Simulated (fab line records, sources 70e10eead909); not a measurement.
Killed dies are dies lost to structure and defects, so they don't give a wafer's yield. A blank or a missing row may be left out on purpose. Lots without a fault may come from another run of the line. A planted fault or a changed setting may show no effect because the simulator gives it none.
Chamber matching | flow nand_harc | NHARC_P_STI_CMP_21 on cmp-01: 4 sister chambers
The step polishes, t overpolish 20 s, target thk 380.67 nm. 24 wafers are shown with their chamber, then 12 later ones without.

WAFERS WITH THEIR CHAMBER
wafer  | chamber | motor_current_A (A) | overpolish_run_s (s)
L076.1 | 3       | 10.3                | 19.998
L076.3 | 1       | 9.6                 | 19.997
L076.5 | 2       | 10.7                | 19.986
L078.1 | 2       | 11.0                | 19.988
L078.2 | 3       | 11.4                | 20.007
L078.4 | 1       | 9.8                 | 20.003
L079.2 | 0       | 13.3                | 20.009
L079.3 | 3       | 10.6                | 19.999
L079.4 | 2       | 11.1                | 20.014
L080.2 | 3       | 11.3                | 20.012
L080.4 | 0       | 12.8                | 19.996
L080.5 | 0       | 12.9                | 19.998
L083.1 | 3       | 11.5                | 19.999
L083.5 | 0       | 12.8                | 20.006
L083.6 | 3       | 10.7                | 20.002
L084.1 | 1       | 10.2                | 19.980
L084.4 | 0       | 12.5                | 20.003
L084.6 | 3       | 11.3                | 20.002
L085.2 | 1       | 10.3                | 19.974
L085.3 | 3       | 10.7                | 20.005
L085.5 | 1       | 9.7                 | 20.002
L087.3 | 1       | 9.9                 | 19.998
L087.4 | 0       | 12.2                | 20.001
L087.6 | 1       | 10.5                | 20.004

SIGNATURES (means of the wafers above)
reading          | chamber 0 | chamber 1 | chamber 2 | chamber 3 | scatter within a chamber
motor_current_A  | 12.750    | 10.000    | 10.933    | 10.975    | 0.379
overpolish_run_s | 20.00217  | 19.99400  | 19.99600  | 20.00300  | 0.00904
Rule: a wafer's distance from a chamber is the root of the sum, over the readings, of the square of ((its reading less the chamber's mean) divided by the reading's scatter). The wafer belongs to the nearest chamber; if the next one is less than 2 further off, it can't be placed. The scatter: the root of (the sum of the squares of (reading less its chamber's mean) over the shown wafers, divided by (wafers less chambers)).

WAFERS WITHOUT THEIR CHAMBER
wafer  | motor_current_A (A) | overpolish_run_s (s)
L089.1 | 10.5                | 19.996
L089.4 | 11.2                | 20.001
L089.6 | 12.5                | 19.997
L090.1 | 10.9                | 19.986
L090.3 | 12.1                | 20.002
L090.6 | 9.6                 | 19.998
L091.1 | 10.0                | 19.988
L091.5 | 10.9                | 19.997
L091.6 | 11.0                | 19.983
L093.2 | 13.1                | 20.015
L093.3 | 11.2                | 20.010
L093.6 | 10.9                | 19.999

WHICH CHAMBER EACH WENT THROUGH
wafer  | from the rows above          | in truth
L089.1 | can't be placed: 2 or 1 or 3 | 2
L089.4 | can't be placed: 3 or 2      | 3
L089.6 | 0                            | 0
L090.1 | can't be placed: 2 or 3 or 1 | 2
L090.3 | can't be placed: 0 or 3 or 2 | 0
L090.6 | 1                            | 1
L091.1 | can't be placed: 1 or 2      | 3
L091.5 | can't be placed: 2 or 3      | 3
L091.6 | can't be placed: 2 or 3 or 1 | 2
L093.2 | 0                            | 0
L093.3 | can't be placed: 3 or 2      | 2
L093.6 | can't be placed: 2 or 3      | 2
Placed correctly: 3 of 12. Can't be placed from these rows: 9 (the true chamber is among the candidates in 8). Placed wrongly: 0.
